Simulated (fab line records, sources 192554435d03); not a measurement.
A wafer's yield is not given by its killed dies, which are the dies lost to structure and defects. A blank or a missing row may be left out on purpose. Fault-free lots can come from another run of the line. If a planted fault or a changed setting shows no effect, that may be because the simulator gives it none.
Split-lot experiment    flow n5 finfet    route with 1938 steps; 7 lots, 21 wafers read

ABOUT THE SPLIT
At N5_BEOL_M15_PEB_26 (peb time 90 s), the setting peb time s was moved away from the recipe's 90 s on 8 of the 21 wafers read, by -16.7% to +18.1%. All remaining wafers had this setting at the recipe value.

BETWEEN THE SPLIT AND THE READING: the file shows 1 step in between
- N5_BEOL_M15_ETCH_61: etches BARC in N2/H2, target depth 89 nm, overetch 26.7 nm, time 67.9 s (also split here: bias w)

THE READING
BEOL_M15.cd nm (the simulator's own value, which no gauge read), in nm, at N5_BEOL_M15_TRENCH_ETCH_34 (etches SiO2 in C4F8/O2/Ar, target depth 872.93 nm, time 199 s). There is no usual value for it anywhere in the file. Across the 13 wafers here that went through the recipe, the average is 398.8 nm and the standard deviation 1.7 nm.

wafer   tool, chamber at the split  peb time s as run, s  against the recipe  BEOL_M15.cd nm, nm  against lot-mates on the recipe
L076.3  litho track-02, 0           90                    recipe              398.6               -
L076.4  litho track-02, 0           90                    recipe              397                 -
L076.5  litho track-02, 0           90                    recipe              399.2               -
L079.1  litho track-02, 0           106.3                 +18.1%              405.4               +4.2
L079.5  litho track-02, 0           90                    recipe              402                 -
L079.6  litho track-02, 0           90                    recipe              400.4               -
L086.1  litho track-01, 0           90                    recipe              396.6               -
L086.4  litho track-01, 0           74.96                 -16.7%              390.2               -6.4
L086.6  litho track-01, 0           74.96                 -16.7%              391.6               -5.0
L087.4  litho track-04, 0           80.26                 -10.8%              397                 -1.8
L087.6  litho track-04, 0           80.26                 -10.8%              397                 -1.8
L087.5  litho track-04, 0           90                    recipe              398.8               -
L088.1  litho track-01, 0           90                    recipe              400.6               -
L088.5  litho track-01, 0           105.2                 +16.9%              405.2               +5.1
L088.6  litho track-01, 0           90                    recipe              399.6               -
L096.1  litho track-02, 0           95.36                 +6.0%               402                 +3.0
L096.2  litho track-02, 0           90                    recipe              399                 -
L096.6  litho track-02, 0           95.36                 +6.0%               401.2               +2.2
L097.1  litho track-02, 0           90                    recipe              399.4               -
L097.3  litho track-02, 0           90                    recipe              397.8               -
L097.6  litho track-02, 0           90                    recipe              395.2               -

THE FIT
A straight line over all 21 wafers: BEOL_M15.cd nm changes by +0.382 nm for each +1% of peb time s; r = +0.89; the points scatter about the line by 1.7 nm.
The same after taking each lot's own level away (the mean of its wafers on the recipe; 21 wafers): +0.287 nm for each +1%; r = +0.92; scatter 1.1 nm.
On that fit, the largest move of peb time s shifts the reading by 5.2 nm.
The lots' own levels span 396.60 to 401.20 nm, that is 2.6 times the standard deviation above.
So the slope is not independent of the lot-to-lot level: the two fits are not the same.
Check: for one of the wafers moved furthest among these (+18.1%), held out of the fit, the line's prediction against its lot-mates is +5.7 nm. It came out at +4.2 nm against them.

THESE WAFERS: OTHER SPLITS
Note: prior to the reading, these wafers also went through further splits. Each is held against what the fit with the lots' levels taken away leaves over:
other split on the same wafers  wafers away from the commonest value  r with BEOL_M15.cd nm (lot level and that fit taken away)
N5_BEOL_M14_PEB_26 peb temp c   10                                    -0.22
N5_BEOL_M14_DESCUM_33 time s    8                                     -0.01
N5_BEOL_M15_ETCH_61 bias w      8                                     -0.12

THE WHOLE CHAIN: every reading that the file lists as answering this split, in the file's order
step                        what it does                                                             reading                                                          change (the file's fit)                r (the file's)
N5_BEOL_M15_ETCH_61         etches BARC in N2/H2, target depth 89 nm, overetch 26.7 nm, time 67.9 s  BEOL_M15.cd nm (the simulator's own value, which no gauge read)  +0.263 nm for each +1% of the setting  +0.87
N5_BEOL_M15_TRENCH_ETCH_34  etches SiO2 in C4F8/O2/Ar, target depth 872.93 nm, time 199 s            BEOL_M15.cd nm (the simulator's own value, which no gauge read)  +0.28 nm for each +1% of the setting   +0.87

FILE'S OWN FIT
BEOL_M15.cd nm changes by +0.28 nm for each +1% of peb time s, r = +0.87.
